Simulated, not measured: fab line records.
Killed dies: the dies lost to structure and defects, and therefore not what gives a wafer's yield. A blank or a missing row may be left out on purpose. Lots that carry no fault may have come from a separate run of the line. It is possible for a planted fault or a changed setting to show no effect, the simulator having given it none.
fab line records	flow nand-harc
record lots=5	wafers=15	last-day=25
route steps=1159 shown A_STAIRCASE@695 END@1159
lots that met no fault: taken from a fault-free run of the same line
start-h: hours from the record's opening day to when the first of the lot's shown wafers began	wait-h: hours from the lot's prior step to this one	" identical to the entry in the row above	L1.1+2: a single row standing in for several wafers	- no value present, or no start provided	* or withheld: withheld	< > ~ a bound
route shown NAME@n: a module of which the file shows steps, and the number in the route of the first	usual: average and standard deviation across the fault-free wafers	same: alike in all rows	chamber/n: place in a boat	sites: the reading at each site	_std_site: the values' standard deviation	_edge_site: mean of outer sites minus mean of inner sites	radius-mm: how far each site lies from the wafer's centre	mask NAME#n: copy n	behind: tool/chamber where the wafer was last shaped	hold: reason for holding the lot/hours on hold/outcome of the hold	device: the n, p or np transistor that did not switch	end of line: the tests these same wafers got at the end of their route	step lacking rows: just its recipe	killed: at the first sort, the dies lost to defects and structure; wafer yield is something else	map: a wafer's dies, marking killed ones x, the rest . and places with no die _
set.NAME: the setting that was run; set.NAME@STEP: the one run at that earlier step	model.NAME: the simulator's own value behind a step, which no gauge read
certain route steps with their lots: each step a table, each wafer a row
services: the hour from which a tool's chamber was out of use, counted from the record's first day as start-h (under 0 if before that day), plus the number of hours and why
## steps
# step NHARC_A_STAIRCASE_PRECLEAN_318
# recipe time-s=*	temp-c=50	bath-age-min=0	chemistry=SC1
# step NHARC_A_STAIRCASE_SRD_329
# step NHARC_A_STAIRCASE_ALD_415
# recipe target-thk-a=300	pulse-time-s=6	ald-cycles=300	temp-c=300	material=SiO2
# step NHARC_A_STAIRCASE_ETCHBACK_416
# recipe target-depth-a=360	time-s=7.2	c4f8-flow-sccm=withheld	o2-flow-sccm=8	ar-flow-sccm=withheld	rf-w=600	bias-w=800	chemistry=C4F8/O2/Ar
# step NHARC_A_STAIRCASE_STRIP_476
# recipe time-s=20	o2-flow-sccm=500	ar-flow-sccm=0	bias-w=0	chemistry=O2
# usual drypump-motor-current-A=5.8/0.38	mfc-ar-sccm=0.007/0.0095	oes-product-au=1.000/0.01	rf-vpp-V=57.8/0.93	showerhead-plenum-p-Torr=3.52/0.15	throttle-valve-pct=17.035/0.0086
lot.wafer	tool	chamber	start-h	wait-h	drypump-motor-current-A	mfc-ar-sccm	oes-product-au	rf-hours-counter-h	rf-vpp-V	showerhead-plenum-p-Torr	throttle-valve-pct
L469.3	rie-diel-03	3	271.25	0.2	5.7	0	0.977	18	55.3	3.39	17.028
L469.5	"	2	"	"	5.9	0.023	0.999	-	57.7	3.67	17.023
L469.4	"	3	"	"	5.7	0	0.982	-	57.6	3.39	17.021
L473.1	rie-diel-02	1	290.65	0.3	5.1	0	1.013	46	57.4	3.27	17.020
L473.5	"	1	"	"	5.1	0	1.020	-	55.9	3.28	17.044
L473.6	"	2	"	"	5.7	0	1.002	-	57.5	3.44	17.038
L479.3	rie-diel-02	0	322.16	0.1	6.3	0	0.992	56	57.2	3.43	17.025
L479.1	"	3	"	"	6.4	0	0.993	58	56.6	3.27	17.050
L479.5	"	1	"	"	5.1	0	1.010	-	57.1	3.27	17.040
L487.2	rie-diel-02	3	374.44	0.1	6.5	0	0.998	13	58.0	3.80	17.033
L487.5	"	2	"	"	5.7	0	1.010	-	57.6	3.42	17.039
L487.6	"	3	"	"	6.5	0	0.999	-	59.2	3.80	17.039
L492.3	rie-diel-02	0	411.78	0.1	6.3	0	1.009	27	58.1	3.41	17.028
L492.5	"	1	"	"	5.1	0	1.002	-	59.3	3.79	17.045
L492.6	"	2	"	"	5.7	0	1.013	-	59.0	3.42	17.040
# step NHARC_A_STAIRCASE_DEP_417
# recipe target-thk-a=600	step-coverage-pct=20	temp-c=400	target-thk-nm=60	flow-sccm=200	rf-w=450	material=Si3N4
# usual heater-power-w=705/93
lot.wafer	tool	chamber	start-h	wait-h	heater-power-w	since-wet-clean-h
L469.3	pecvd-03	2	271.48	-	571	147
L469.5	"	1	"	"	663	-
L469.4	"	0	"	"	765	-
L473.1	pecvd-01	0	290.79	-	742	41
L473.6	"	2	"	"	686	-
L473.5	"	0	"	"	763	-
L479.3	pecvd-02	0	322.26	-	735	156
L479.1	"	2	"	"	656	156
L479.5	"	2	"	"	649	-
L487.2	pecvd-01	0	374.63	-	780	125
L487.5	"	1	"	"	731	-
L487.6	"	2	"	"	686	-
L492.3	pecvd-03	0	411.86	-	829	106
L492.5	"	1	"	"	664	-
L492.6	"	2	"	"	562	-
# step NHARC_A_STAIRCASE_WET_418
# recipe temp-c=160	target-depth-a=200	chemistry=H3PO4
# step NHARC_A_STAIRCASE_PRECLEAN_419
# recipe time-s=*	temp-c=50	bath-age-min=0	chemistry=SC1
# step NHARC_A_STAIRCASE_SRD_421
# step NHARC_A_STAIRCASE_ALD_420
# recipe target-thk-a=200	pulse-time-s=6	ald-cycles=200	temp-c=300	material=SiO2
# usual heater-power-w=485/55	precursor-pulse-height-rel=1.000/0.021
lot.wafer	tool	chamber	start-h	wait-h	heater-power-w	precursor-pulse-height-rel	since-wet-clean-h
L469.3	ald-hk-04	1	275.36	-	419	0.977	76
L469.4	"	2	"	"	437	1.001	76
L469.5	"	1	"	"	430	1.020	-
L473.1	ald-hk-03	3	294.52	-	475	0.990	141
L473.5	"	3	297.05	-	486	1.018	-
L473.6	"	0	"	"	418	1.018	-
L479.1	ald-hk-01	1	325.23	-	501	1.012	88
L479.3	"	2	"	"	542	1.007	88
L479.5	"	0	"	"	441	1.005	-
L487.2	ald-hk-03	3	378.73	-	465	1.008	47
L487.6	"	2	"	"	588	0.988	-
L487.5	"	3	"	"	468	0.953	-
L492.3	ald-hk-03	2	415.94	-	576	0.927	84
L492.5	"	0	"	"	424	0.998	-
L492.6	"	1	"	"	499	0.987	-
# step NHARC_A_STAIRCASE_CVD_552
# recipe target-thk-a=400	temp-c=700	pressure-mtorr=300	material=SiNx
# step NHARC_A_STAIRCASE_DEP_151
# recipe target-thk-a=38000	temp-c=400	target-thk-nm=3800	teos-flow-sccm=200	rf-w=500	material=SiO2
# usual heater-power-w=635/100
lot.wafer	tool	chamber	start-h	wait-h	heater-power-w	since-wet-clean-h
L469.3	pecvd-03	0	283.42	0.4	823	159
L469.4	"	0	"	"	732	-
L469.5	"	1	"	"	527	-
L473.1	pecvd-01	1	305.67	0.4	682	56
L473.6	"	1	"	"	572	-
L473.5	"	0	"	"	716	-
L479.1	pecvd-03	2	331.87	0.5	527	27
L479.3	"	0	"	"	756	27
L479.5	"	1	"	"	582	-
L487.2	pecvd-01	0	386.58	0.4	845	137
L487.6	"	1	"	"	553	-
L487.5	"	2	"	"	650	-
L492.3	pecvd-02	2	424.00	0.5	650	77
L492.6	"	2	"	"	575	-
L492.5	"	0	"	"	567	-
# step NHARC_A_STAIRCASE_ANNEAL_320
# recipe temp-c=750	time-s=1800
# step NHARC_A_STAIRCASE_DEP_322
# recipe target-thk-a=38000	temp-c=400	target-thk-nm=3800	teos-flow-sccm=200	rf-w=500	material=SiO2
# usual heater-power-w=631/110
lot.wafer	tool	chamber	start-h	wait-h	heater-power-w	since-wet-clean-h
L469.3	pecvd-02	2	293.93	0.2	653	128
L469.4	"	2	"	"	630	-
L469.5	"	0	"	"	584	-
L473.1	pecvd-01	2	313.70	0.2	644	64
L473.6	"	1	"	"	564	-
L473.5	"	2	"	"	637	-
L479.1	pecvd-03	2	342.08	0.1	490	37
L479.3	"	0	"	"	768	37
L479.5	"	0	"	"	726	-
L487.2	pecvd-02	1	393.83	0.1	690	47
L487.6	"	2	"	"	554	-
L487.5	"	0	"	"	552	-
L492.3	pecvd-02	0	433.11	0.3	657	86
L492.5	"	1	"	"	525	-
L492.6	"	2	"	"	539	-
# step NHARC_A_STAIRCASE_ANNEAL_323
# recipe temp-c=750	time-s=1800
# step NHARC_A_STAIRCASE_DEP_325
# recipe target-thk-a=38000	temp-c=400	target-thk-nm=3800	teos-flow-sccm=200	rf-w=500	material=SiO2
# step NHARC_A_STAIRCASE_ANNEAL_326
# recipe temp-c=750	time-s=1800
# step NHARC_A_STAIRCASE_DEHYDRATE_433
# recipe temp-c=150	time-s=120
# step NHARC_A_STAIRCASE_HMDS_434
# recipe time-s=30
# step NHARC_A_STAIRCASE_COAT_435
# recipe spin-rpm=1200
# step NHARC_A_STAIRCASE_SOFTBAKE_436
# recipe temp-c=135	time-s=170
# step NHARC_A_STAIRCASE_EBR_437
# step NHARC_A_STAIRCASE_EXPOSE_438
# recipe na=0.5	dose-mj=28.97	mask-id=STAIR_REV
# step NHARC_A_STAIRCASE_PEB_439
# recipe peb-temp-c=115	peb-time-s=130
# step NHARC_A_STAIRCASE_DEVELOP_440
# recipe time-s=140
# step NHARC_A_STAIRCASE_HARDBAKE_442
# recipe temp-c=120	time-s=140
# step NHARC_A_STAIRCASE_DESCUM_443
# recipe time-s=3	o2-flow-sccm=200	ar-flow-sccm=0	bias-power-w=0	chemistry=O2
# step NHARC_A_STAIRCASE_ETCH_444
# recipe target-depth-a=1.02e+05	time-s=3400	c4f8-flow-sccm=20	o2-flow-sccm=10	ar-flow-sccm=withheld	rf-w=600	bias-w=1000	chemistry=C4F8/O2
# usual oes-product-au=0.936/0.019	rf-vpp-V=808/4.2
lot.wafer	tool	chamber	start-h	wait-h	oes-product-au	rf-hours-counter-h	rf-vpp-V
L469.3	rie-diel-11	2	312.03	0.1	0.931	40	811
L469.4	"	3	"	"	0.922	42	809
L469.5	"	2	"	"	0.935	-	809
L473.1	rie-diel-03	2	332.42	1.5	0.915	36	810
L473.6	"	2	"	"	0.924	-	811
L473.5	"	3	"	"	0.917	-	801
L479.1	rie-diel-03	1	357.39	0.1	0.936	46	808
L479.3	"	3	"	"	0.926	51	802
L479.5	"	1	"	"	0.942	-	808
L487.2	rie-diel-03	3	415.78	0.1	0.953	4	801
L487.5	"	3	"	"	0.955	-	802
L487.6	"	0	"	"	0.944	-	807
L492.3	rie-diel-02	0	449.60	0.8	0.933	42	804
L492.6	"	1	"	"	0.945	-	813
L492.5	"	2	"	"	0.936	-	803
# step NHARC_A_STAIRCASE_STRIP_446
# recipe power-w=1500	temp-c=250	chemistry=O2
# step NHARC_A_STAIRCASE_STRIP_447
# recipe time-s=900	temp-c=130	chemistry=SPM
# step NHARC_A_STAIRCASE_PRECLEAN_448
# recipe time-s=*	temp-c=50	bath-age-min=0	chemistry=SC1
# step NHARC_A_STAIRCASE_SRD_449
# step NHARC_A_STAIRCASE_CMP_450
# recipe target-thk-nm=200	material=SiO2
# step NHARC_A_STAIRCASE_CMP_152
# step NHARC_A_STAIRCASE_SRD_154
# step NHARC_END_SORT_01
# recipe temp-c=25
# usual killed-at-array=28/11	killed-at-other=0.5/0.85	killed-at-periphery=2.7/1.9	killed-dies=32/12	killed-open=3.3/1.6	killed-short=2.1/1.5
# same gross-dies=677
lot.wafer	tool	chamber	start-h	wait-h	hold	killed-at-array	killed-at-other	killed-at-periphery	killed-dies	killed-open	killed-short
L469.3	prober-02	0	458.80	3.1	-	24	0	2	26	4	4
L469.4	prober-02	0	459.60	3.4	-	21	0	3	24	7	4
L469.5	prober-02	0	460.41	3.7	-	20	0	4	24	5	2
L473.1	prober-01	0	488.32	2.5	-	20	0	4	24	5	1
L473.5	prober-01	0	491.53	3.7	-	18	0	5	23	2	2
L473.6	prober-01	0	492.33	4.0	-	26	0	2	28	7	4
L479.1	prober-01	0	512.91	2.5	await-dispo/2.5h/release	18	2	3	23	4	1
L479.3	prober-01	0	514.51	3.1	await-dispo/2.5h/release	71	2	1	74	3	1
L479.5	prober-01	0	516.11	3.7	await-dispo/2.5h/release	13	3	2	18	2	3
L487.2	prober-02	0	564.74	2.8	-	26	0	0	26	5	2
L487.5	prober-02	0	567.14	3.7	-	19	0	2	21	1	2
L487.6	prober-02	0	567.94	4.0	-	15	1	2	18	4	2
L492.3	prober-01	0	588.86	3.1	-	35	0	0	35	5	1
L492.5	prober-01	0	590.47	3.7	-	34	0	9	43	5	6
L492.6	prober-01	0	591.27	4.0	-	51	0	4	55	6	4
# killed by level:class
L469.3 A_CONTACT:chamber-film-flake=5 A_WL_FILL:chamber-film-flake=3 A_M1:chamber-film-flake=3 P_CONTACT:geometric-particle:short=2 A_CONTACT:geometric-particle:open=2 A_CHANNEL_HOLE_D1:chamber-film-flake=2 A_STAIRCASE:chamber-film-flake=2 A_SLIT:chamber-film-flake=2
L469.4 A_WL_FILL:chamber-film-flake=5 A_CHANNEL_HOLE_D1:chamber-film-flake=4 A_ONON_D1:geometric-particle:short=2 A_ONON_D1:geometric-particle:open=2 A_CONTACT:geometric-particle:open=2 A_M0:geometric-particle:short=2 P_M0:geometric-particle:open=1 A_CHANNEL_FILL_D1:geometric-particle:open=1
L469.5 A_STAIRCASE:chamber-film-flake=3 A_WL_FILL:chamber-film-flake=3 A_CONTACT:chamber-film-flake=3 A_ONON_D1:geometric-particle:open=2 A_WL_FILL:geometric-particle:open=2 P_STI:chamber-film-flake=2 A_CHANNEL_HOLE_D1:chamber-film-flake=2 A_M1:chamber-film-flake=2
L473.1 A_SLIT:chamber-film-flake=11 A_CONTACT:geometric-particle:open=3 A_CHANNEL_HOLE_D1:chamber-film-flake=3 P_GATE:geometric-particle:open=2 A_CHANNEL_HOLE_D1:geometric-particle:short=1 P_STI:chamber-film-flake=1 P_GATE:chamber-film-flake=1 A_WL_FILL:chamber-film-flake=1
L473.5 A_SLIT:chamber-film-flake=10 A_CHANNEL_HOLE_D1:chamber-film-flake=3 A_CHANNEL_FILL_D1:geometric-particle:short=2 P_BONDPAD:chamber-film-flake=2 P_CONTACT:geometric-particle:open=1 A_SGD_CUT:geometric-particle:open=1 P_ZERO_WELL:chamber-film-flake=1 P_STI:chamber-film-flake=1
L473.6 A_SLIT:chamber-film-flake=9 A_CHANNEL_HOLE_D1:chamber-film-flake=4 A_CONTACT:geometric-particle:open=3 A_CHANNEL_FILL_D1:geometric-particle:open=2 A_WL_FILL:geometric-particle:short=2 A_ONON_D1:geometric-particle:open=1 A_CHANNEL_HOLE_D1:geometric-particle:open=1 A_CHANNEL_HOLE_D1:geometric-particle:short=1
L479.1 A_CHANNEL_FILL_D1:chamber-film-flake=6 A_CHANNEL_HOLE_D1:chamber-film-flake=3 A_CONTACT:chamber-film-flake=3 A_STAIRCASE:chamber-film-flake=2 THIN_TSV:chamber-film-flake=2 P_GATE:geometric-particle:open=1 P_CONTACT:geometric-particle:open=1 A_CONTACT:geometric-particle:open=1
L479.3 A_STAIRCASE:area-dep=53 A_CONTACT:chamber-film-flake=5 A_CHANNEL_FILL_D1:chamber-film-flake=4 A_CHANNEL_HOLE_D1:chamber-film-flake=3 A_CONTACT:geometric-particle:open=2 THIN_TSV:chamber-film-flake=2 P_CONTACT:geometric-particle:open=1 A_CHANNEL_FILL_D1:geometric-particle:short=1
L479.5 A_CHANNEL_FILL_D1:chamber-film-flake=5 A_CHANNEL_FILL_D1:geometric-particle:short=2 THIN_TSV:chamber-film-flake=2 P_CONTACT:geometric-particle:open=1 A_CHANNEL_HOLE_D1:geometric-particle:open=1 STARTING-WAFER:geometric-particle:short=1 P_STI:chamber-film-flake=1 A_CHANNEL_HOLE_D1:chamber-film-flake=1
L487.2 A_CHANNEL_HOLE_D1:chamber-film-flake=9 A_STAIRCASE:chamber-film-flake=4 A_CONTACT:chamber-film-flake=3 A_BLC:geometric-particle:open=2 A_CHANNEL_FILL_D1:chamber-film-flake=2 A_ONON_D1:geometric-particle:open=1 A_CHANNEL_FILL_D1:geometric-particle:open=1 A_SGD_CUT:geometric-particle:short=1
L487.5 A_CHANNEL_HOLE_D1:chamber-film-flake=10 A_STAIRCASE:chamber-film-flake=3 A_CHANNEL_FILL_D1:chamber-film-flake=2 A_CONTACT:chamber-film-flake=2 P_GATE:geometric-particle:open=1 A_STAIRCASE:geometric-particle:short=1 A_M1:geometric-particle:short=1 P_STI:chamber-film-flake=1
L487.6 A_CHANNEL_HOLE_D1:chamber-film-flake=6 A_CONTACT:chamber-film-flake=3 P_CONTACT:geometric-particle:short=1 A_SOURCE_PLATE:geometric-particle:open=1 A_SGD_CUT:geometric-particle:open=1 A_CONTACT:geometric-particle:open=1 A_BLC:geometric-particle:short=1 P_ZERO_WELL:chamber-film-flake=1
L492.3 A_SLIT:chamber-film-flake=20 A_CHANNEL_FILL_D1:geometric-particle:open=4 A_CONTACT:chamber-film-flake=4 A_CHANNEL_HOLE_D1:chamber-film-flake=2 A_WL_FILL:geometric-particle:short=1 A_CONTACT:geometric-particle:open=1 A_CHANNEL_FILL_D1:chamber-film-flake=1 A_STAIRCASE:chamber-film-flake=1
L492.5 A_SLIT:chamber-film-flake=17 A_STAIRCASE:chamber-film-flake=5 P_CONTACT:chamber-film-flake=4 A_CHANNEL_FILL_D1:geometric-particle:short=2 P_ZERO_WELL:chamber-film-flake=2 A_ZERO_WELL:chamber-film-flake=2 A_CONTACT:chamber-film-flake=2 P_GATE:geometric-particle:short=1
L492.6 A_SLIT:chamber-film-flake=31 A_CONTACT:chamber-film-flake=7 A_CONTACT:geometric-particle:open=2 A_STAIRCASE:chamber-film-flake=2 P_CONTACT:geometric-particle:open=1 P_M1:geometric-particle:short=1 A_ONON_D1:geometric-particle:open=1 A_CHANNEL_HOLE_D1:geometric-particle:open=1
# map L479.3 (x killed, . not)
____________.____________
_________x.....x_________
_______.x........x_______
______.x.........xx______
_____....x.........._____
____x................____
____x..x.......x.....____
___.xx..........xx....___
___..x.....x..x.......___
__.......x.....x....x.x__
__.x.x...x..xx.........__
_.x.x.................xx_
_.x.x..x........x....x.._
_......x....x.......x..._
_...................x..._
_x.......x.............._
xx..x....................
.........................
.......................x.
x..............x.......xx
x.x......................
_......................x_
_..................x...._
_.....x................._
_x.....x................_
_....x.................._
__x..............x.....__
__.....................__
___..........x......x.___
___............x......___
____.x..x..x.......x.____
____.................____
_____x.x...........x_____
______....x..x.....______
_______..........._______
_________x......_________
____________.____________
# map L469.3 (x killed, . not)
____________.____________
_________......._________
_______..........._______
______..........x..______
_____..........x...._____
____.........xx......____
____...........x.....____
___.x.................___
___....x..............___
__.....................__
__..........x..........__
_......................._
_......................._
_......x................_
_......................._
_...x..................._
.......x.................
.........................
.........................
.........................
...................x.....
_......................._
_................x......_
_.........x............._
_....x.x.x........x....._
_......................._
__.x...................__
__x.......x............__
___................x..___
___.x.................___
____.......x.........____
____.................____
_____x.............._____
______......x......______
_______..........._______
_________......._________
____________.____________
## services
tool	chamber	start-h	hours	kind
pecvd-01	0	250.00	-	clean
pecvd-01	1	250.00	-	clean
pecvd-01	2	250.00	-	clean
rie-diel-02	0	257.76	-	clean
rie-diel-02	1	257.76	-	clean
rie-diel-02	2	257.76	-	clean
rie-diel-02	3	257.76	-	clean
rie-diel-03	0	259.93	7.7	repair
pecvd-03	-	264.44	0.4	repair
rie-diel-03	1	267.17	12.7	repair
rie-diel-11	-	272.47	0.4	repair
pecvd-03	-	292.41	13.0	pm
pecvd-01	-	318.23	4.8	repair
ald-hk-03	-	322.30	10.0	pm
rie-diel-02	-	328.06	9.0	pm
pecvd-02	-	334.45	13.0	pm
rie-diel-11	-	339.93	0.7	repair
pecvd-01	2	361.15	11.4	repair
rie-diel-03	1	362.93	8.5	repair
rie-diel-11	-	368.53	9.0	pm
rie-diel-03	-	392.40	9.0	pm
rie-diel-11	2	393.87	1.4	repair
pecvd-01	-	418.00	13.0	pm
rie-diel-11	3	441.22	4.3	repair
## key
first-sign step=NHARC_END_SORT_01	reading=killed-at-array	direction=up	sigmas=3.7	usual=28	struck=71
effect step=NHARC_END_SORT_01	reading=killed-dies	direction=up	sigmas=3.6	usual=32	struck=74
more-kills-born-at NHARC_A_STAIRCASE_DEP_151@pecvd-03=53
met-at NHARC_A_STAIRCASE_DEP_151
struck-wafers L479.3
tester-left-out L479
onset-between 283.42 331.87
fault kind=process-parameter-drift	tool=pecvd-03	chamber=0	onset-h=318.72	steps=NHARC_A_STAIRCASE_DEP_151	channel=target-thk-a	offset=*	shape=step	end-h=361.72	acts-in=*	stated=*
# tester-left-out: of these lots the tester's yield and bins aren't shown, on N5 and GAA mostly nor the transistor test; their killed dies are dies lost to structure and defects alone, not to doping, threshold or leakage, so they don't give the yield
